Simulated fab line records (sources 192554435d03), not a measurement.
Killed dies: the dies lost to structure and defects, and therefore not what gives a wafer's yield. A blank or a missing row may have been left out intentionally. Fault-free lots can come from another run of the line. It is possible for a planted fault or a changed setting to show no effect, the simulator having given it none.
Comparing a struck lot with a sound one / flow n5Finfet / 33 out of 1938 route steps
Sound: wafers L876.1, L876.5, L876.6. Struck: wafer L878.3 (L878.2, L878.5, from the same lot, were not struck and are left out); the cause is given at the end.
For every step that has rows: the tool of each side, followed by ch and its chambers, followed by its first start. Under that, the readings that differ: sound wafers / struck wafers / difference of the means / sigmas: that difference in standard deviations of wafers without a fault.
alike: readings whose means differ by less than 2 such deviations, and words and numbers that are the same on both sides. not compared: withheld readings, readings that some wafer has no value for, bounds like >300 that may hide the same value, and numbers for which the record gives no deviation and whose values overlap.
The two part at a step that has a row with sigmas, a row that says differs or no value, or rows on one side only. Numbers that have no deviation but don't overlap get no sigmas and don't part them. Lack of a reading on every wafer of one side parts them only where that side has two or more wafers.

first, 9 steps without rows for these wafers: N5_BEOL_M5_PEB_09 (peb time 60 s); N5_BEOL_M5_DEVELOP_10 (develop time 30 s); N5_BEOL_M5_DESCUM_16 (chemistry O2, time 7 s); N5_BEOL_M5_ETCH_72 (etches underlayer in N2/H2, target depth 6.5 nm, time 5.2 s); N5_BEOL_M5_ETCH_61 (etches SiARC in CF4, target depth 15.6 nm, time 26 s); N5_BEOL_M5_ETCH_62 (etches SOC in N2/H2, target depth 75 nm, overetch 15 nm, time 112.5 s); N5_BEOL_M5_STRIP_63 (strips in N2/H2); N5_BEOL_M5_STRIP_73 (strips in N2/H2); N5_BEOL_M5_STRIP_64 (strips in CF4).
N5_BEOL_M5_HM_OPEN_17: chemistry Cl2/BCl3, target TiN, target depth 20 nm, overetch 6 nm.
  sound on rieMetal-02 ch 0,1, day 8 14:24; struck on rieMetal-02 ch 1, day 9 04:08
reading=model.SOC_of_BEOL_M5_COAT_59.thkNm (nm); sound=52 52.2 51.8; struck=47.4; difference=-4.6; sigmas=
reading=model.BEOL_M5.cdNm (nm); sound=28.2 28 27.8; struck=28.6; difference=+0.6; sigmas=
  alike: drypumpMotorCurrentA, oesProductAu, throttleValvePct
  not compared: rfHoursCounterH
then, 20 steps without rows for these wafers: N5_BEOL_M5_STRIP_19 (strips in O2); N5_BEOL_M5_COAT_65 (time 60 s, resist thk 60 nm); N5_BEOL_M5_COAT_66 (time 60 s, resist thk 12 nm); N5_BEOL_M5_COAT_74 (time 60 s, resist thk 5 nm); N5_BEOL_M5_COAT_22 (resist thk 30 nm); N5_BEOL_M5_EBR_24; N5_BEOL_M5_SOFTBAKE_23 (time 60 s); N5_BEOL_M5_EXPOSE_25 (exposes mask V4, defocus 10 nm); N5_BEOL_M5_PEB_26 (peb time 60 s); N5_BEOL_M5_DEVELOP_27 (develop time 30 s); N5_BEOL_M5_DESCUM_33 (chemistry O2, time 7 s); N5_BEOL_M5_ETCH_75 (etches underlayer in N2/H2, target depth 6.5 nm, time 5.2 s); N5_BEOL_M5_ETCH_67 (etches SiARC in CF4, target depth 15.6 nm, time 26 s); N5_BEOL_M5_ETCH_68 (etches SOC in N2/H2, target depth 80 nm, overetch 16 nm, time 120 s); N5_BEOL_M5_STRIP_69 (strips in N2/H2); N5_BEOL_M5_STRIP_76 (strips in N2/H2); N5_BEOL_M5_VIA_ETCH_34 (etches SiCOH lowk in C4F6/O2, target depth 88.3 nm, time 39.2 s); N5_BEOL_M5_STRIP_85 (strips in C4F6/O2); N5_BEOL_M5_STRIP_36 (strips in N2/H2); N5_BEOL_M5_TRENCH_ETCH_37 (etches SiCOH lowk in C4F6/O2, target depth 71.652 nm, time 24.7 s).
N5_BEOL_M5_ETCH_41: etches SiCN in CH3F/O2, target depth 31.5 nm, time 56.7 s.
  sound: rieDiel-01 ch 0,2,3; struck: rieDiel-01 ch 1
reading=oesProductAu (a.u.); sound=0.89 0.95 0.87; struck=0.70; difference=-0.20; sigmas=-2
reading=throttleValvePct (%); sound=16.11 15.79 16.21; struck=16.61; difference=+0.57; sigmas=+2
reading=model.BEOL_M5.cdNm (nm); sound=28 28 28; struck=28.6; difference=+0.6; sigmas=
  alike: CH3F_flow_sccm, drypumpMotorCurrentA, rfVppV, showerheadPlenumPTorr
  not compared: rfHoursCounterH
then, 1 step without rows for these wafers: N5_BEOL_M5_STRIP_91 (strips in N2/H2, time 10 s).
-- record jumps: 4 days separate the struck wafers' starts on either side; left off in module BEOL_M5, taken up again in module PASSIVATION, whose first shown step is the route's number 1936 --
N5_PASSIVATION_PROBE_49:
  only the struck wafers here have rows in the record (prober-02, day 13 01:16); the sound ones have none

WHERE THEY PART
At N5_BEOL_M5_ETCH_41 first; at N5_PASSIVATION_PROBE_49 last (within this record only).

WHY: what had been put in by the simulator
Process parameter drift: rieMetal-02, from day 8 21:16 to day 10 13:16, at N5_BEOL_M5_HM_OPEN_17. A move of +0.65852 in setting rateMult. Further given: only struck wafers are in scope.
